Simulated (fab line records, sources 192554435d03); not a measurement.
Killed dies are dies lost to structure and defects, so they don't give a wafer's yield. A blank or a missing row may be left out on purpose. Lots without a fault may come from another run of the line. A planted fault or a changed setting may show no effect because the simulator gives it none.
Split-lot experiment | flow n5_finfet | 7 lots, 39 wafers read, on a route of 1938 steps

THE SPLIT
At N5_FIN_CUT_EXPOSE_05 (exposes mask FIN CUT), the setting dose_mj was moved away from the recipe's 45.75 on 15 of the 39 wafers read, by -6.4% to +6.3%. The other wafers ran this setting at the recipe's value.

FROM THE SPLIT TO THE READING: what the file shows between them, 2 steps
- N5_FIN_CUT_PEB_06: peb time 60 s
- N5_FIN_CUT_DEVELOP_07: develop time 30 s

THE READING
cd_nm, in nm, at N5_FIN_CUT_CD_MEAS_08 (target cd 29.1 nm). Fault-free wafers of this fab line usually give 29.22 nm, standard deviation 0.23 nm.

wafer  | tool, chamber at the split | dose_mj as run | against the recipe | cd_nm, nm | against lot-mates on the recipe
L075.1 | euv_scanner-02, 0          | 48.65          | +6.3%              | 30.58     | +1.42
L075.2 | euv_scanner-02, 0          | 48.65          | +6.3%              | 29.78     | +0.62
L075.3 | euv_scanner-02, 0          | 45.75          | recipe             | 29.27     | -
L075.4 | euv_scanner-02, 0          | 48.65          | +6.3%              | 30.47     | +1.31
L075.5 | euv_scanner-02, 0          | 45.75          | recipe             | 29.06     | -
L075.6 | euv_scanner-02, 0          | 45.75          | recipe             | 29.16     | -
L077.1 | euv_scanner-01, 0          | 45.75          | recipe             | 29.41     | -
L077.2 | euv_scanner-01, 0          | 45.75          | recipe             | 29.21     | -
L077.3 | euv_scanner-01, 0          | 45.75          | recipe             | 29.55     | -
L077.4 | euv_scanner-01, 0          | 45.75          | recipe             | 29.74     | -
L077.5 | euv_scanner-01, 0          | 45.75          | recipe             | 29.14     | -
L077.6 | euv_scanner-01, 0          | 45.75          | recipe             | 29.15     | -
L080.1 | euv_scanner-01, 0          | 48.34          | +5.7%              | 30.51     | +1.46
L080.2 | euv_scanner-01, 0          | 45.75          | recipe             | 28.99     | -
L080.3 | euv_scanner-01, 0          | 48.34          | +5.7%              | 30.38     | +1.33
L080.4 | euv_scanner-01, 0          | 48.34          | +5.7%              | 30.06     | +1.01
L080.5 | euv_scanner-01, 0          | 45.75          | recipe             | 29.08     | -
L080.6 | euv_scanner-01, 0          | 45.75          | recipe             | 29.08     | -
L082.1 | euv_scanner-02, 0          | 48.26          | +5.5%              | 30.15     | +0.67
L082.2 | euv_scanner-02, 0          | 45.75          | recipe             | 29.35     | -
L082.3 | euv_scanner-02, 0          | 48.26          | +5.5%              | 30.40     | +0.92
L082.4 | euv_scanner-02, 0          | 48.26          | +5.5%              | 30.27     | +0.79
L082.5 | euv_scanner-02, 0          | 45.75          | recipe             | 29.67     | -
L082.6 | euv_scanner-02, 0          | 45.75          | recipe             | 29.42     | -
L085.1 | euv_scanner-02, 0          | 42.81          | -6.4%              | 28.26     | -0.83
L085.2 | euv_scanner-02, 0          | 45.75          | recipe             | 29.12     | -
L085.3 | euv_scanner-02, 0          | 42.81          | -6.4%              | 27.96     | -1.13
L085.4 | euv_scanner-02, 0          | 45.75          | recipe             | 29.25     | -
L085.5 | euv_scanner-02, 0          | 45.75          | recipe             | 28.91     | -
L085.6 | euv_scanner-02, 0          | 42.81          | -6.4%              | 27.79     | -1.30
L090.1 | euv_scanner-02, 0          | 48.56          | +6.1%              | 30.18     | +1.06
L090.2 | euv_scanner-02, 0          | 48.56          | +6.1%              | 30.03     | +0.91
L090.3 | euv_scanner-02, 0          | 48.56          | +6.1%              | 29.93     | +0.81
L090.4 | euv_scanner-02, 0          | 45.75          | recipe             | 28.97     | -
L090.5 | euv_scanner-02, 0          | 45.75          | recipe             | 29.43     | -
L090.6 | euv_scanner-02, 0          | 45.75          | recipe             | 28.97     | -
L096.1 | euv_scanner-01, 0          | 45.75          | recipe             | 29.27     | -
L096.4 | euv_scanner-01, 0          | 45.75          | recipe             | 29.24     | -
L096.6 | euv_scanner-01, 0          | 45.75          | recipe             | 29.15     | -

THE FIT
A straight line over all 39 wafers: cd_nm changes by +0.175 nm for each +1% of dose_mj; r = +0.94; the points scatter about the line by 0.23 nm.
The same after taking each lot's own level away (the mean of its wafers on the recipe; 39 wafers): +0.172 nm for each +1%; r = +0.95; scatter 0.21 nm.
On that fit, the largest move of dose_mj shifts the reading by 1.1 nm.
The lots' own levels span 29.050 to 29.480 nm, that is 1.9 times the standard deviation above.
So the lot-to-lot level changes the slope little: the two slopes agree.
Check: with one of the wafers moved furthest among these (-6.4%) left out of the fit, the line predicts -1.15 nm for it against its lot-mates. It came out at -0.833 nm against them.

THE WHOLE CHAIN: every reading that the file lists as answering this split, in the file's order
step                  | what it does                                                | reading                                                               | change (the file's fit)               | r (the file's)
N5_FIN_CUT_CD_MEAS_08 | target cd 29.1 nm                                           | cd_nm                                                                 | +0.172 nm for each +1% of the setting | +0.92
N5_FIN_CUT_ETCH_30    | etches underlayer in N2/H2, target depth 13 nm, time 10.4 s | FIN_CUT.cd_offset_nm (the simulator's own value, which no gauge read) | +0.17 nm for each +1% of the setting  | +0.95
N5_FIN_CUT_ETCH_20    | etches SiARC in CF4, target depth 26 nm, time 43.3 s        | FIN_CUT.cd_offset_nm (the simulator's own value, which no gauge read) | +0.164 nm for each +1% of the setting | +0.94

THE FILE'S OWN FIT
cd_nm changes by +0.172 nm for each +1% of dose_mj, r = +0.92.
